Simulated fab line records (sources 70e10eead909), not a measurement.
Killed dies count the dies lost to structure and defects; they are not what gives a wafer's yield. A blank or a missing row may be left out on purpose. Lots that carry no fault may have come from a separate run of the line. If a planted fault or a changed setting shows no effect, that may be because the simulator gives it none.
The tool behind it: which one? + flow nand_harc + 24 lots, 72 wafers sampled, at 6 steps of a route of 1302

## WHAT EACH GAUGE READ, for each wafer
NHARC_P_CONTACT_OVL_MEAS_13. Usual: overlay_x_nm -0.2 nm, standard deviation 0.88; overlay_y_nm -0.1 nm, standard deviation 1.
| lot  | measured     | on         | overlay_x_nm (nm) | overlay_y_nm (nm) | flag |
|------|--------------|------------|-------------------|-------------------|------|
| L074 | day 5 17:14  | overlay-02 | -0.8 -0.6 -0.8    | 1.6 1.7 1.2       |      |
| L076 | day 6 10:39  | overlay-02 | -0.9 -1.4 -0.3    | 0.4 1.0 0.5       |      |
| L075 | day 6 11:30  | overlay-01 | 0.5 0.1 0.5       | -0.2 -0.5 -0.7    |      |
| L077 | day 6 23:40  | overlay-02 | 1.0 -0.3 0.7      | -0.5 -0.2 -0.5    |      |
| L078 | day 7 12:25  | overlay-01 | -1.3 -1.1 -1.2    | -0.7 -0.8 -0.1    |      |
| L079 | day 7 17:25  | overlay-01 | -0.9 -0.7 -1.0    | -0.9 -1.1 -1.1    |      |
| L080 | day 8 04:10  | overlay-02 | 0.6 0.4 0.9       | -2.0 -1.3 -1.7    |      |
| L081 | day 8 22:38  | overlay-02 | 0.3 0.6 0.6       | 0.6 1.4 0.6       |      |
| L083 | day 9 14:24  | overlay-02 | -0.3 -0.4 -0.6    | 0.7 0.6 0.8       |      |
| L082 | day 9 15:20  | overlay-01 | -2.4 -1.4 -2.0    | 0.5 0.2 -0.1      |      |
| L084 | day 10 02:27 | overlay-01 | 0.3 0.5 0.1       | -1.8 -1.6 -1.8    |      |
| L085 | day 10 15:32 | overlay-02 | -1.0 -0.9 -1.2    | -0.5 -0.9 -0.5    |      |
| L086 | day 10 20:58 | overlay-02 | 0.9 0.6 0.2       | -0.7 -0.6 -0.7    |      |
| L087 | day 11 03:19 | overlay-01 | -1.7 -1.6 -0.8    | 0.1 0.3 0.4       |      |
| L089 | day 11 20:10 | overlay-02 | 0.6 0.5 0.2       | -0.3 -0.4 -0.2    |      |
| L088 | day 11 21:03 | overlay-02 | 0.3 0.1 0.8       | 0.2 1.3 -0.2      |      |
| L090 | day 12 14:23 | overlay-02 | -1.8 -1.6 -1.6    | -0.5 -0.5 -0.6    |      |
| L091 | day 13 04:50 | overlay-01 | 0.8 0.1 0.1       | -0.3 -0.1 0.0     |      |
| L092 | day 13 09:37 | overlay-01 | 0.2 0.5 0.4       | -0.2 -0.1 -0.1    |      |
| L093 | day 13 22:57 | overlay-01 | 0.6 0.5 0.7       | -2.4 -2.2 -2.4    |      |
| L094 | day 14 04:05 | overlay-02 | 0.4 0.5 0.4       | 0.7 0.3 1.1       |      |
| L095 | day 14 15:55 | overlay-02 | 0.1 0.4 -0.4      | 0.6 0.7 0.6       |      |
| L096 | day 15 00:17 | overlay-01 | -0.6 -0.7 -0.4    | 1.1 1.8 1.6       |      |
| L097 | day 15 16:41 | overlay-02 | 1.0 0.4 0.8       | 0.2 0.2 0.3       |      |

NHARC_P_M0_CD_MEAS_09 targets a cd of 90 nm. Usual: cd_nm reads 90.2 nm (standard deviation 0.69).
| lot  | measured     | on        | cd_nm (nm)     | flag |
|------|--------------|-----------|----------------|------|
| L074 | day 5 21:13  | cd_sem-01 | 91.3 90.9 91.4 |      |
| L076 | day 6 14:47  | cd_sem-02 | 90.5 90.7 91.5 |      |
| L075 | day 6 15:59  | cd_sem-03 | 90.6 91.1 91.8 |      |
| L077 | day 7 03:40  | cd_sem-01 | 91.2 90.3 90.3 |      |
| L078 | day 7 16:21  | cd_sem-01 | 91.8 91.0 91.1 |      |
| L079 | day 7 21:22  | cd_sem-03 | 89.4 90.4 89.6 |      |
| L080 | day 8 08:14  | cd_sem-02 | 90.0 89.8 90.2 |      |
| L081 | day 9 02:47  | cd_sem-02 | 90.5 90.7 90.3 |      |
| L083 | day 9 18:29  | cd_sem-03 | 90.3 90.1 89.6 |      |
| L082 | day 9 19:26  | cd_sem-03 | 90.5 89.7 91.2 |      |
| L084 | day 10 06:31 | cd_sem-03 | 89.6 90.3 90.1 |      |
| L085 | day 10 19:37 | cd_sem-01 | 89.1 89.5 89.8 |      |
| L086 | day 11 01:02 | cd_sem-02 | 90.1 90.2 89.6 |      |
| L087 | day 11 07:44 | cd_sem-01 | 89.1 88.6 90.1 |      |
| L089 | day 12 00:14 | cd_sem-03 | 90.3 89.9 89.4 |      |
| L088 | day 12 01:01 | cd_sem-03 | 90.2 88.9 89.9 |      |
| L090 | day 12 18:38 | cd_sem-03 | 90.5 90.1 89.5 |      |
| L091 | day 13 09:14 | cd_sem-02 | 89.9 89.2 90.4 |      |
| L092 | day 13 13:43 | cd_sem-03 | 89.3 89.1 90.1 |      |
| L093 | day 14 03:01 | cd_sem-03 | 90.5 90.2 91.3 |      |
| L094 | day 14 08:10 | cd_sem-02 | 90.0 89.8 91.4 |      |
| L095 | day 14 19:59 | cd_sem-03 | 89.6 90.1 89.7 |      |
| L096 | day 15 04:31 | cd_sem-01 | 90.3 90.8 89.6 |      |
| L097 | day 15 21:00 | cd_sem-01 | 89.8 89.7 90.6 |      |

NHARC_P_M1_OVL_MEAS_10: pitch 260 nm. Usual: overlay_x_nm -0.1 nm, standard deviation 0.98; overlay_y_nm 0.0 nm, standard deviation 0.91.
| lot  | measured     | on         | overlay_x_nm (nm) | overlay_y_nm (nm) | flag |
|------|--------------|------------|-------------------|-------------------|------|
| L074 | day 6 01:25  | overlay-02 | 0.8 0.6 1.1       | 0.1 1.0 0.1       |      |
| L076 | day 6 18:48  | overlay-02 | 1.1 1.3 1.0       | 0.9 0.2 1.0       |      |
| L075 | day 6 20:07  | overlay-02 | -1.1 -1.6 -1.6    | -0.6 0.0 -0.3     |      |
| L077 | day 7 08:08  | overlay-02 | -0.6 -0.2 0.1     | -0.5 -0.4 0.3     |      |
| L078 | day 7 20:29  | overlay-02 | 0.2 0.4 0.5       | 2.0 1.9 2.4       |      |
| L079 | day 8 01:40  | overlay-02 | 1.4 0.5 1.4       | -1.3 -1.5 -1.0    |      |
| L080 | day 8 12:22  | overlay-02 | 0.9 1.5 1.5       | -0.3 -0.1 -0.2    |      |
| L081 | day 9 06:53  | overlay-02 | -2.0 -2.1 -1.6    | 0.0 0.2 -0.7      |      |
| L083 | day 9 23:35  | overlay-02 | -0.6 -1.3 -1.1    | -0.4 -0.2 0.0     |      |
| L082 | day 10 00:05 | overlay-01 | 0.0 0.0 -0.3      | 1.1 0.7 0.9       |      |
| L084 | day 10 10:47 | overlay-01 | -0.7 -0.4 0.2     | 1.3 1.2 1.3       |      |
| L085 | day 10 23:38 | overlay-02 | -0.7 -0.3 -0.7    | -0.3 0.0 -0.9     |      |
| L086 | day 11 05:06 | overlay-02 | -0.4 0.1 0.1      | -0.2 0.5 0.0      |      |
| L087 | day 11 12:13 | overlay-02 | 0.7 1.0 1.0       | -2.6 -2.4 -2.3    |      |
| L089 | day 12 04:30 | overlay-01 | -0.3 -0.2 -0.2    | 1.4 0.9 1.1       |      |
| L088 | day 12 05:07 | overlay-02 | -1.0 -1.3 -0.3    | 0.8 0.4 0.7       |      |
| L090 | day 12 22:48 | overlay-02 | -0.6 -0.1 -0.3    | -0.1 -0.5 -0.2    |      |
| L091 | day 13 13:41 | overlay-01 | 1.7 1.6 2.0       | 0.3 0.7 0.1       |      |
| L092 | day 13 17:47 | overlay-02 | -1.8 -1.1 -1.6    | 0.4 1.0 0.5       |      |
| L093 | day 14 07:15 | overlay-01 | 0.4 0.9 -0.2      | -0.5 -0.8 -0.7    |      |
| L094 | day 14 12:10 | overlay-02 | -0.9 -0.9 -0.8    | 0.1 0.2 -0.1      |      |
| L095 | day 15 00:00 | overlay-01 | 0.7 1.0 0.9       | -0.3 -1.2 -0.4    |      |
| L096 | day 15 08:41 | overlay-02 | -0.1 -0.1 0.1     | -0.4 -0.6 0.2     |      |
| L097 | day 16 01:56 | overlay-01 | -0.2 0.2 -0.3     | 0.1 0.0 0.3       |      |

## TOOL THAT RAN EACH LOT (tool first, then ch and the chambers of the sampled wafers, then the start)
| lot  | NHARC_P_GATE_STRIP_112               | NHARC_P_CONTACT_STRIP_28           | NHARC_P_M0_DEGAS_28          |
|------|--------------------------------------|------------------------------------|------------------------------|
| L074 | plasma_asher-02 ch 0,1, day 5 11:14  | rie_diel-13 ch 0,2,3, day 5 18:16  | pvd_sputter-02, day 5 22:22  |
| L076 | plasma_asher-01 ch 0,1, day 6 04:41  | rie_diel-03 ch 0,1,3, day 6 11:43  | pvd_sputter-02, day 6 15:53  |
| L075 | plasma_asher-01 ch 0,1, day 6 05:32  | rie_diel-03 ch 1,2, day 6 12:34    | pvd_sputter-03, day 6 17:07  |
| L077 | plasma_asher-02 ch 0,1, day 6 17:31  | rie_diel-03 ch 0,2,3, day 7 00:43  | pvd_sputter-02, day 7 04:48  |
| L078 | plasma_asher-02 ch 0,1, day 7 06:28  | rie_diel-12 ch 0,1,2, day 7 13:28  | pvd_sputter-01, day 7 17:27  |
| L079 | plasma_asher-02 ch 0,1, day 7 11:22  | rie_diel-03 ch 1,2,3, day 7 18:28  | pvd_sputter-03, day 7 22:28  |
| L080 | plasma_asher-02 ch 0,1, day 7 22:10  | rie_diel-03 ch 0,2, day 8 05:12    | pvd_sputter-01, day 8 09:21  |
| L081 | plasma_asher-02 ch 0,1, day 8 16:47  | rie_diel-03 ch 1,2, day 8 23:42    | pvd_sputter-02, day 9 03:53  |
| L083 | plasma_asher-01 ch 0,1, day 9 08:40  | rie_diel-03 ch 0,2, day 9 15:27    | pvd_sputter-01, day 9 20:31  |
| L082 | plasma_asher-02 ch 0,1, day 9 09:29  | rie_diel-03 ch 0,1,2, day 9 16:26  | pvd_sputter-02, day 9 21:03  |
| L084 | plasma_asher-01 ch 0,1, day 9 20:31  | rie_diel-12 ch 1,3, day 10 03:30   | pvd_sputter-02, day 10 07:43 |
| L085 | plasma_asher-02 ch 0,1, day 10 09:36 | rie_diel-03 ch 1,2,3, day 10 16:35 | pvd_sputter-02, day 10 20:43 |
| L086 | plasma_asher-01 ch 0,1, day 10 15:01 | rie_diel-03 ch 0,2,3, day 10 22:01 | pvd_sputter-01, day 11 02:08 |
| L087 | plasma_asher-01 ch 0,1, day 10 21:29 | rie_diel-13 ch 0,2,3, day 11 04:23 | pvd_sputter-02, day 11 08:50 |
| L089 | plasma_asher-01 ch 0,1, day 11 14:11 | rie_diel-12 ch 0,2,3, day 11 21:14 | pvd_sputter-03, day 12 01:27 |
| L088 | plasma_asher-01 ch 0,1, day 11 14:34 | rie_diel-03 ch 0,1,2, day 11 22:05 | pvd_sputter-01, day 12 02:14 |
| L090 | plasma_asher-01 ch 0,1, day 12 08:32 | rie_diel-03 ch 0,1,3, day 12 15:26 | pvd_sputter-01, day 12 19:45 |
| L091 | plasma_asher-02 ch 0,1, day 12 22:52 | rie_diel-12 ch 2,3, day 13 05:53   | pvd_sputter-03, day 13 10:28 |
| L092 | plasma_asher-01 ch 0,1, day 13 03:26 | rie_diel-13 ch 1,2, day 13 10:40   | pvd_sputter-01, day 13 14:54 |
| L093 | plasma_asher-02 ch 0,1, day 13 16:44 | rie_diel-03 ch 0,1, day 13 23:59   | pvd_sputter-01, day 14 04:14 |
| L094 | plasma_asher-01 ch 0,1, day 13 22:01 | rie_diel-12 ch 0,1,3, day 14 05:08 | pvd_sputter-03, day 14 09:17 |
| L095 | plasma_asher-01 ch 0,1, day 14 10:04 | rie_diel-13 ch 1,2,3, day 14 16:59 | pvd_sputter-01, day 14 21:05 |
| L096 | plasma_asher-01 ch 0, day 14 18:29   | rie_diel-12 ch 0,2,3, day 15 01:28 | pvd_sputter-01, day 15 05:39 |
| L097 | plasma_asher-02 ch 0,1, day 15 10:46 | rie_diel-13 ch 0,1,2, day 15 17:53 | pvd_sputter-03, day 15 22:38 |
- NHARC_P_GATE_STRIP_112: strips in N2/H2, time 200 s.
- NHARC_P_CONTACT_STRIP_28: strips in O2.
- NHARC_P_M0_DEGAS_28: time 60 s.

## AS READ BY THE TOOLS THEMSELVES (means over the sampled wafers that have a number; for cases with no such wafer, the mark the record gives instead)
NHARC_P_GATE_STRIP_112. Usual: drypump_motor_current_A 5.2 A, standard deviation 0.39; heater_power_w 89 W, standard deviation 3.8.
| lot  | tool            | drypump_motor_current_A (A) | heater_power_w (W) | flag |
|------|-----------------|-----------------------------|--------------------|------|
| L074 | plasma_asher-02 | 5.2                         | 91                 |      |
| L076 | plasma_asher-01 | 5.1                         | 83                 |      |
| L075 | plasma_asher-01 | 5.0                         | 84                 |      |
| L077 | plasma_asher-02 | 5.6                         | 90                 |      |
| L078 | plasma_asher-02 | 5.2                         | 93                 |      |
| L079 | plasma_asher-02 | 5.6                         | 90                 |      |
| L080 | plasma_asher-02 | 5.6                         | 89                 |      |
| L081 | plasma_asher-02 | 5.6                         | 91                 |      |
| L083 | plasma_asher-01 | 5.0                         | 89                 |      |
| L082 | plasma_asher-02 | 5.6                         | 91                 |      |
| L084 | plasma_asher-01 | 5.0                         | 84                 |      |
| L085 | plasma_asher-02 | 5.3                         | 92                 |      |
| L086 | plasma_asher-01 | 5.0                         | 88                 |      |
| L087 | plasma_asher-01 | 5.1                         | 87                 |      |
| L089 | plasma_asher-01 | 4.9                         | 86                 |      |
| L088 | plasma_asher-01 | 5.0                         | 87                 |      |
| L090 | plasma_asher-01 | 5.0                         | 87                 |      |
| L091 | plasma_asher-02 | 5.2                         | 91                 |      |
| L092 | plasma_asher-01 | 5.0                         | 87                 |      |
| L093 | plasma_asher-02 | 5.6                         | 94                 |      |
| L094 | plasma_asher-01 | 4.9                         | 86                 |      |
| L095 | plasma_asher-01 | 5.0                         | 86                 |      |
| L096 | plasma_asher-01 | 4.9                         | 85                 |      |
| L097 | plasma_asher-02 | 5.6                         | 93                 |      |

NHARC_P_CONTACT_STRIP_28. Usual: drypump_motor_current_A 5.7 A, standard deviation 0.45; oes_product_au 1.001 a.u., standard deviation 0.01; rf_vpp_V 57.7 V, standard deviation 0.93; showerhead_plenum_p_Torr 3.51 Torr, standard deviation 0.14; throttle_valve_pct 17.037 %, standard deviation 0.0094.
| lot  | tool        | drypump_motor_current_A (A) | oes_product_au (a.u.) | rf_vpp_V (V) | showerhead_plenum_p_Torr (Torr) | throttle_valve_pct (%) | flag |
|------|-------------|-----------------------------|-----------------------|--------------|---------------------------------|------------------------|------|
| L074 | rie_diel-13 | 6.1                         | 1.014                 | 57.5         | 3.51                            | 17.027                 |      |
| L076 | rie_diel-03 | 5.4                         | 0.997                 | 58.0         | 3.48                            | 17.049                 |      |
| L075 | rie_diel-03 | 5.4                         | 1.000                 | 57.2         | 3.42                            | 17.040                 |      |
| L077 | rie_diel-03 | 5.5                         | 0.999                 | 58.0         | 3.47                            | 17.034                 |      |
| L078 | rie_diel-12 | 5.7                         | 0.999                 | 58.5         | 3.75                            | 17.035                 |      |
| L079 | rie_diel-03 | 5.7                         | 1.005                 | 57.7         | 3.45                            | 17.040                 |      |
| L080 | rie_diel-03 | 5.2                         | 1.008                 | 58.9         | 3.46                            | 17.029                 |      |
| L081 | rie_diel-03 | 5.6                         | 1.008                 | 57.9         | 3.41                            | 17.039                 |      |
| L083 | rie_diel-03 | 5.4                         | 1.005                 | 57.2         | 3.43                            | 17.039                 |      |
| L082 | rie_diel-03 | 5.3                         | 0.996                 | 58.1         | 3.44                            | 17.038                 |      |
| L084 | rie_diel-12 | 6.0                         | 1.014                 | 57.4         | 3.46                            | 17.040                 |      |
| L085 | rie_diel-03 | 5.7                         | 1.010                 | 57.9         | 3.45                            | 17.039                 |      |
| L086 | rie_diel-03 | 5.6                         | 1.015                 | 58.0         | 3.47                            | 17.036                 |      |
| L087 | rie_diel-13 | 6.1                         | 0.995                 | 57.9         | 3.50                            | 17.028                 |      |
| L089 | rie_diel-12 | 5.9                         | 0.998                 | 58.5         | 3.60                            | 17.037                 |      |
| L088 | rie_diel-03 | 5.3                         | 1.000                 | 57.0         | 3.44                            | 17.038                 |      |
| L090 | rie_diel-03 | 5.4                         | 0.999                 | 57.7         | 3.48                            | 17.037                 |      |
| L091 | rie_diel-12 | 5.8                         | 0.986                 | 57.1         | 3.58                            | 17.035                 |      |
| L092 | rie_diel-13 | 5.8                         | 1.000                 | 57.1         | 3.42                            | 17.038                 |      |
| L093 | rie_diel-03 | 5.0                         | 1.002                 | 57.4         | 3.46                            | 17.040                 |      |
| L094 | rie_diel-12 | 5.9                         | 1.004                 | 58.0         | 3.62                            | 17.030                 |      |
| L095 | rie_diel-13 | 6.1                         | 0.997                 | 57.6         | 3.45                            | 17.030                 |      |
| L096 | rie_diel-12 | 5.9                         | 0.986                 | 57.5         | 3.60                            | 17.043                 |      |
| L097 | rie_diel-13 | 6.0                         | 1.003                 | 57.6         | 3.53                            | 17.044                 |      |

NHARC_P_M0_DEGAS_28. Usual: heater_power_w reads 327 W (standard deviation 20).
| lot  | tool           | heater_power_w (W) | flag |
|------|----------------|--------------------|------|
| L074 | pvd_sputter-02 | 308                |      |
| L076 | pvd_sputter-02 | 317                |      |
| L075 | pvd_sputter-03 | 343                |      |
| L077 | pvd_sputter-02 | 323                |      |
| L078 | pvd_sputter-01 | 321                |      |
| L079 | pvd_sputter-03 | 345                |      |
| L080 | pvd_sputter-01 | 318                |      |
| L081 | pvd_sputter-02 | 308                |      |
| L083 | pvd_sputter-01 | 319                |      |
| L082 | pvd_sputter-02 | 306                |      |
| L084 | pvd_sputter-02 | 336                |      |
| L085 | pvd_sputter-02 | 321                |      |
| L086 | pvd_sputter-01 | 323                |      |
| L087 | pvd_sputter-02 | 311                |      |
| L089 | pvd_sputter-03 | 336                |      |
| L088 | pvd_sputter-01 | 311                |      |
| L090 | pvd_sputter-01 | 324                |      |
| L091 | pvd_sputter-03 | 338                |      |
| L092 | pvd_sputter-01 | 328                |      |
| L093 | pvd_sputter-01 | 330                |      |
| L094 | pvd_sputter-03 | 341                |      |
| L095 | pvd_sputter-01 | 320                |      |
| L096 | pvd_sputter-01 | 338                |      |
| L097 | pvd_sputter-03 | 336                |      |

## THE ANSWER, worked out from the rows above alone
Rule: a lot counts as off when the mean over its wafers that have a number is more than 3 standard deviations away from the usual mean. A lot without any number at a reading at which 4 lots or more have one is off too. The other lots that the step has rows for count as sound. Order of review: gauges by route order, followed by the tools' own readings, for which a lot's mean as printed above is used. At the first step where some lot is off, the reading lying furthest off is the one used; lots without a number count as furthest.
None of the lots is off at any reading shown; this tells nothing.

## WHAT THE SIMULATOR PUT IN
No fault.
